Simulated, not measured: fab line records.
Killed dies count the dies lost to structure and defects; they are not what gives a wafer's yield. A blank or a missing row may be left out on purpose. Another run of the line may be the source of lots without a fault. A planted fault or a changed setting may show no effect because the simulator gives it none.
Chamber matching || flow nand_harc || 4 sister chambers for NHARC_A_STAIRCASE_TRIM_12 on rie_diel-11
The step chemistry O2, time 211.2 s. 18 wafers are shown with their chamber, then 9 later ones without.

## WAFERS PAIRED WITH THEIR CHAMBERS
{"wafer": "L074.1", "chamber": 0, "showerhead_plenum_p_Torr (Torr)": 3.70, "drypump_motor_current_A (A)": 5.5, "oes_product_au (a.u.)": 1.005}
{"wafer": "L074.3", "chamber": 1, "showerhead_plenum_p_Torr (Torr)": 3.60, "drypump_motor_current_A (A)": 6.4, "oes_product_au (a.u.)": 0.988}
{"wafer": "L074.5", "chamber": 2, "showerhead_plenum_p_Torr (Torr)": 3.80, "drypump_motor_current_A (A)": 5.5, "oes_product_au (a.u.)": 0.993}
{"wafer": "L075.2", "chamber": 2, "showerhead_plenum_p_Torr (Torr)": 3.80, "drypump_motor_current_A (A)": 5.5, "oes_product_au (a.u.)": 0.999}
{"wafer": "L075.3", "chamber": 3, "showerhead_plenum_p_Torr (Torr)": 3.36, "drypump_motor_current_A (A)": 5.7, "oes_product_au (a.u.)": 0.997}
{"wafer": "L075.6", "chamber": 0, "showerhead_plenum_p_Torr (Torr)": 3.70, "drypump_motor_current_A (A)": 5.4, "oes_product_au (a.u.)": 1.003}
{"wafer": "L078.2", "chamber": 3, "showerhead_plenum_p_Torr (Torr)": 3.36, "drypump_motor_current_A (A)": 5.7, "oes_product_au (a.u.)": 1.011}
{"wafer": "L078.5", "chamber": 1, "showerhead_plenum_p_Torr (Torr)": 3.60, "drypump_motor_current_A (A)": 6.4, "oes_product_au (a.u.)": 0.986}
{"wafer": "L078.6", "chamber": 2, "showerhead_plenum_p_Torr (Torr)": 3.80, "drypump_motor_current_A (A)": 5.5, "oes_product_au (a.u.)": 0.998}
{"wafer": "L082.3", "chamber": 3, "showerhead_plenum_p_Torr (Torr)": 3.35, "drypump_motor_current_A (A)": 5.7, "oes_product_au (a.u.)": 0.995}
{"wafer": "L082.4", "chamber": 1, "showerhead_plenum_p_Torr (Torr)": 3.59, "drypump_motor_current_A (A)": 6.4, "oes_product_au (a.u.)": 0.978}
{"wafer": "L082.6", "chamber": 2, "showerhead_plenum_p_Torr (Torr)": 3.79, "drypump_motor_current_A (A)": 5.5, "oes_product_au (a.u.)": 1.001}
{"wafer": "L081.1", "chamber": 0, "showerhead_plenum_p_Torr (Torr)": 3.69, "drypump_motor_current_A (A)": 5.4, "oes_product_au (a.u.)": 1.002}
{"wafer": "L081.3", "chamber": 1, "showerhead_plenum_p_Torr (Torr)": 3.59, "drypump_motor_current_A (A)": 6.4, "oes_product_au (a.u.)": 0.997}
{"wafer": "L081.6", "chamber": 3, "showerhead_plenum_p_Torr (Torr)": 3.35, "drypump_motor_current_A (A)": 5.8, "oes_product_au (a.u.)": 0.993}
{"wafer": "L092.1", "chamber": 1, "showerhead_plenum_p_Torr (Torr)": 3.58, "drypump_motor_current_A (A)": 6.4, "oes_product_au (a.u.)": 0.988}
{"wafer": "L092.2", "chamber": 2, "showerhead_plenum_p_Torr (Torr)": 3.78, "drypump_motor_current_A (A)": 5.6, "oes_product_au (a.u.)": 1.006}
{"wafer": "L092.4", "chamber": 3, "showerhead_plenum_p_Torr (Torr)": 3.34, "drypump_motor_current_A (A)": 5.8, "oes_product_au (a.u.)": 1.001}

SIGNATURES, as means of the wafers listed above
{"reading": "showerhead_plenum_p_Torr", "chamber 0": 3.6967, "chamber 1": 3.5920, "chamber 2": 3.7940, "chamber 3": 3.3520, "scatter within a chamber": 0.00822}
{"reading": "drypump_motor_current_A", "chamber 0": 5.433, "chamber 1": 6.400, "chamber 2": 5.520, "chamber 3": 5.740, "scatter within a chamber": 0.0436}
{"reading": "oes_product_au", "chamber 0": 1.00333, "chamber 1": 0.98740, "chamber 2": 0.99940, "chamber 3": 0.99940, "scatter within a chamber": 0.00586}
Rule: for each reading, subtract the chamber's mean from the wafer's reading, divide by that reading's scatter and square the result; add these up over the readings and take the root, which gives the wafer's distance from the chamber. The wafer belongs to the nearest chamber; if the next one is less than 2 further off, it can't be placed. How the scatter is found: for the shown wafers, subtract from each reading the mean of its chamber, square and add these, divide the total by (wafers less chambers), then take the root.

## WAFERS MISSING THEIR CHAMBER
{"wafer": "L094.1", "showerhead_plenum_p_Torr (Torr)": 3.58, "drypump_motor_current_A (A)": 6.4, "oes_product_au (a.u.)": 0.990}
{"wafer": "L094.3", "showerhead_plenum_p_Torr (Torr)": 3.68, "drypump_motor_current_A (A)": 5.5, "oes_product_au (a.u.)": 0.995}
{"wafer": "L094.5", "showerhead_plenum_p_Torr (Torr)": 3.33, "drypump_motor_current_A (A)": 5.8, "oes_product_au (a.u.)": 0.997}
{"wafer": "L096.1", "showerhead_plenum_p_Torr (Torr)": 3.57, "drypump_motor_current_A (A)": 6.4, "oes_product_au (a.u.)": 0.996}
{"wafer": "L096.4", "showerhead_plenum_p_Torr (Torr)": 3.67, "drypump_motor_current_A (A)": 5.5, "oes_product_au (a.u.)": 1.000}
{"wafer": "L096.5", "showerhead_plenum_p_Torr (Torr)": 3.67, "drypump_motor_current_A (A)": 5.5, "oes_product_au (a.u.)": 1.012}
{"wafer": "L097.1", "showerhead_plenum_p_Torr (Torr)": 3.57, "drypump_motor_current_A (A)": 6.4, "oes_product_au (a.u.)": 1.003}
{"wafer": "L097.2", "showerhead_plenum_p_Torr (Torr)": 3.67, "drypump_motor_current_A (A)": 5.5, "oes_product_au (a.u.)": 1.004}
{"wafer": "L097.3", "showerhead_plenum_p_Torr (Torr)": 3.77, "drypump_motor_current_A (A)": 5.5, "oes_product_au (a.u.)": 0.999}

## WHICH CHAMBER EACH ONE RAN IN
{"wafer": "L094.1", "from the rows above": 1, "in truth": 1}
{"wafer": "L094.3", "from the rows above": 0, "in truth": 0}
{"wafer": "L094.5", "from the rows above": 3, "in truth": 3}
{"wafer": "L096.1", "from the rows above": 1, "in truth": 1}
{"wafer": "L096.4", "from the rows above": 0, "in truth": 0}
{"wafer": "L096.5", "from the rows above": 0, "in truth": 0}
{"wafer": "L097.1", "from the rows above": 1, "in truth": 1}
{"wafer": "L097.2", "from the rows above": 0, "in truth": 0}
{"wafer": "L097.3", "from the rows above": 2, "in truth": 2}
Placed correctly: 9 of 9. Can't be placed from these rows: 0. Number placed wrongly: 0.
